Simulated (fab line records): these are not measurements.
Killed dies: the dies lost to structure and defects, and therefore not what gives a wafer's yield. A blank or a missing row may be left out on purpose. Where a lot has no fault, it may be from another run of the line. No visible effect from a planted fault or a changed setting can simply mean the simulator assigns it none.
The same fault as seen by 2 desks || flow n5_finfet || each desk has only its own numbers; what lay behind them comes last

== THE METROLOGY DESK ==
What the gauges read for every lot (on any tool): the sampled wafers with a number, averaged. Any lot whose mean is over 4 standard deviations away from the usual mean is out of limits and marked OUT; that distance is given in the brackets.
Columns: A = cd_nm at N5_BEOL_M8_CD_MEAS_28, usual 40.02 nm
{"lot": "L952", "first seen here": "day 9 16:52", "A": 40.09}
{"lot": "L954", "first seen here": "day 10 03:08", "A": 39.76}
{"lot": "L953", "first seen here": "day 10 17:34", "A": 40.00}
{"lot": "L956", "first seen here": "day 11 13:35", "A": 40.10}
{"lot": "L959", "first seen here": "day 12 00:48", "A": 40.00}
{"lot": "L960", "first seen here": "day 12 13:29", "A": 40.24}
{"lot": "L965", "first seen here": "day 13 03:47", "A": 40.26}
{"lot": "L966", "first seen here": "day 13 20:58", "A": 40.31}
{"lot": "L968", "first seen here": "day 14 05:59", "A": 39.89}
{"lot": "L969", "first seen here": "day 14 06:05", "A": 39.82}
{"lot": "L974", "first seen here": "day 15 19:20", "A": 40.05}
Finding of this desk: none of the 11 lots has anything out of limits.

== AT THE TOOL OWNER'S DESK: ald_metal-01 ==
The tool's own readings at N5_BEOL_M8_ALD_77 (deposits TaN, target thk 2 nm, pulse time 2 s, purge time 3 s): means of the sampled wafers that have a number, for each lot that ran on this tool. Any lot whose mean is over 4 standard deviations away from the usual mean is out of limits and marked OUT; that distance is given in the brackets.
Columns: A = heater_power_w at N5_BEOL_M8_ALD_77, usual 427 W; B = precursor_vessel_carrier_sccm at N5_BEOL_M8_ALD_77, usual 999.7 sccm
{"lot": "L956", "first seen here": "day 11 15:22", "A": 448, "B": 999.2}
{"lot": "L959", "first seen here": "day 12 03:23", "A": 445, "B": 998.9}
{"lot": "L965", "first seen here": "day 13 05:22", "A": 467, "B": 1003.6}
{"lot": "L966", "first seen here": "day 13 22:34", "A": 449, "B": 1000.5}
Finding of this desk: none of the 4 lots has anything out of limits.

== ALL TOGETHER ==
Metrology desk: nothing out of limits seen.
Nothing out of limits was seen by the tool owner's desk.

== WHAT THE SIMULATOR HAD INSERTED ==
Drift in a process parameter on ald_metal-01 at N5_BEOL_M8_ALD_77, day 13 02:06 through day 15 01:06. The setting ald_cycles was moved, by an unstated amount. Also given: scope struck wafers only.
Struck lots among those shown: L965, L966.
